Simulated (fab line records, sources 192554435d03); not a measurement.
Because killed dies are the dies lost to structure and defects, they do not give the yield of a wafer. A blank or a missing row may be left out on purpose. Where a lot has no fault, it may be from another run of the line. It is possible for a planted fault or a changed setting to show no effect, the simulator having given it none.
Matching of chambers || flow n5Finfet || N5_BEOL_M13_VIA_ETCH_16 on rieDiel-04 has 4 sister chambers
The step etches SiOC in C4F8/O2/Ar, target depth 921.7 nm. 4 wafers are shown with their chamber, then 11 later ones without.

WAFERS PAIRED WITH THEIR CHAMBERS
{"wafer": "L082.6", "chamber": 3, "drypumpMotorCurrentA (A)": 6.8}
{"wafer": "L087.2", "chamber": 2, "drypumpMotorCurrentA (A)": 6.1}
{"wafer": "L087.6", "chamber": 1, "drypumpMotorCurrentA (A)": 5.4}
{"wafer": "L091.2", "chamber": 0, "drypumpMotorCurrentA (A)": 5.4}

WAFERS WITH NO CHAMBER GIVEN
{"wafer": "L091.4", "drypumpMotorCurrentA (A)": 6.8}
{"wafer": "L091.6", "drypumpMotorCurrentA (A)": 6.8}
{"wafer": "L093.1", "drypumpMotorCurrentA (A)": 5.4}
{"wafer": "L093.4", "drypumpMotorCurrentA (A)": 6.7}
{"wafer": "L093.6", "drypumpMotorCurrentA (A)": 5.4}
{"wafer": "L095.2", "drypumpMotorCurrentA (A)": 6.1}
{"wafer": "L095.3", "drypumpMotorCurrentA (A)": 5.4}
{"wafer": "L095.4", "drypumpMotorCurrentA (A)": 6.8}
{"wafer": "L097.2", "drypumpMotorCurrentA (A)": 5.4}
{"wafer": "L097.3", "drypumpMotorCurrentA (A)": 5.4}
{"wafer": "L097.4", "drypumpMotorCurrentA (A)": 6.1}

THE CHAMBER EACH PASSED THROUGH
{"wafer": "L091.4", "from the rows above": 3, "in truth": 3}
{"wafer": "L091.6", "from the rows above": 3, "in truth": 3}
{"wafer": "L093.1", "from the rows above": "can't be placed: 0 or 1", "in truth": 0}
{"wafer": "L093.4", "from the rows above": 3, "in truth": 3}
{"wafer": "L093.6", "from the rows above": "can't be placed: 0 or 1", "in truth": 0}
{"wafer": "L095.2", "from the rows above": 2, "in truth": 2}
{"wafer": "L095.3", "from the rows above": "can't be placed: 0 or 1", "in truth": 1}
{"wafer": "L095.4", "from the rows above": 3, "in truth": 3}
{"wafer": "L097.2", "from the rows above": "can't be placed: 0 or 1", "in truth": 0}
{"wafer": "L097.3", "from the rows above": "can't be placed: 0 or 1", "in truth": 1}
{"wafer": "L097.4", "from the rows above": 2, "in truth": 2}
6 of 11 placed correctly. Can't be placed from these rows: 5 (the true chamber is among the candidates in 5). Placed wrongly: 0.
How it was worked out, from the rows above alone: a wafer's distance from a chamber is the root of the sum, over the readings, of the square of ((its reading less the chamber's mean) divided by the reading's scatter). The wafer belongs to the nearest chamber; if the next one is less than 2 further off, it can't be placed. For every chamber, the mean is computed from those of its wafers that are shown. The scatter: with one shown wafer a chamber, the root of the mean of the squares of how far each hidden wafer lies from its nearest shown one.
